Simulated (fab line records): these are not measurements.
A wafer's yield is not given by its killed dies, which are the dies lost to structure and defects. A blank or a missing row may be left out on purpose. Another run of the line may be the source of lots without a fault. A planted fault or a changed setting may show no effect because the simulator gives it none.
The tool behind it: which one? -- flow nand_harc -- 12 lots, 36 wafers sampled, at 3 steps of a route of 1302

== WHAT THE GAUGES SHOWED, per wafer ==
NHARC_A_SGD_CUT_CD_MEAS_09: target cd 100 nm.
lot,measured,on,cd_nm (nm)
L075,day 18 23:59,cd_sem-03,100.1 100.4 99.5
L078,day 20 15:53,cd_sem-03,100.0 100.0 99.3
L079,day 20 19:08,cd_sem-03,100.0 99.4 100.0
L082,day 22 13:35,cd_sem-03,99.3 98.7 99.6
L083,day 22 21:54,cd_sem-03,99.2 100.2 100.3
L084,day 24 15:55,cd_sem-01,100.4 99.5 99.7
L087,day 24 15:46,cd_sem-02,100.1 99.1 98.3
L091,day 25 16:53,cd_sem-01,100.4 101.1 100.6
L090,day 25 13:50,cd_sem-02,100.1 99.6 99.7
L093,day 27 18:22,cd_sem-02,100.1 99.9 101.3
L094,day 27 16:14,cd_sem-03,99.7 99.8 100.1
L097,day 28 15:19,cd_sem-03,99.4 100.7 99.8

== WHAT TOOL EACH LOT RAN ON (gives the tool, then ch and the chambers of the sampled wafers, and finally the start) ==
lot,NHARC_A_STAIRCASE_ETCH_315,NHARC_A_STAIRCASE_CMP_152
L075,"rie_diel-03 ch 2,3, day 18 21:28 or earlier","cmp-03 ch 0,2,3, day 18 21:28"
L078,"rie_diel-13 ch 0,1,3, day 20 13:27 or earlier","cmp-04 ch 1,2,3, day 20 13:27"
L079,"rie_diel-13 ch 0,1,3, day 20 16:40 or earlier","cmp-04 ch 1,2,3, day 20 16:40"
L082,"rie_diel-13 ch 0,2,3, day 22 11:02 or earlier","cmp-02 ch 0,1,2, day 22 11:02"
L083,"rie_diel-11 ch 0,1, day 22 19:25 or earlier","cmp-02 ch 1,2,3, day 22 19:25"
L084,"rie_diel-11 ch 0,2,3, day 24 13:24 or earlier","cmp-03 ch 0,2, day 24 13:24"
L087,"rie_diel-13 ch 0,1,3, day 24 13:10 or earlier","cmp-03 ch 0,3, day 24 13:10"
L091,"rie_diel-03 ch 1,2,3, day 25 13:58 or earlier","cmp-04 ch 2,3, day 25 13:58"
L090,"rie_diel-03 ch 0,1,2, day 25 11:16 or earlier","cmp-02 ch 0,1, day 25 11:16"
L093,"rie_diel-13 ch 1,2, day 27 15:47 or earlier","cmp-02 ch 0,1,2, day 27 15:47"
L094,"rie_diel-03 ch 0,2,3, day 27 13:38 or earlier","cmp-04 ch 1,2,3, day 27 13:38"
L097,"rie_diel-03 ch 1,3, day 28 12:40 or earlier","cmp-04 ch 0,1, day 28 12:40"
- NHARC_A_STAIRCASE_ETCH_315: etches the open film in C4F8/O2/Ar, target depth 2500 nm, time 607.1 s.
- NHARC_A_STAIRCASE_CMP_152: polishes.

== THE ANSWER, worked out from the rows above alone ==
Rule: what is usual is taken from the lots themselves. Put in order of their means at a reading, lots are off if they are a third of the lots or fewer, leave a main group of 4 or more, and stand apart from it by a gap of 3 or more times the standard deviation of the main group's means; of several such gaps the widest counts. The tables above print the reading to a certain number of digits; a main group whose means all agree to those digits is not used. Also off: a lot with no number at a reading for which 4 or more lots have one. The other lots that the step has rows for count as sound.
No lot is off on any of the readings shown, so nothing can be concluded from this.

== WHAT WAS PUT IN BY THE SIMULATOR ==
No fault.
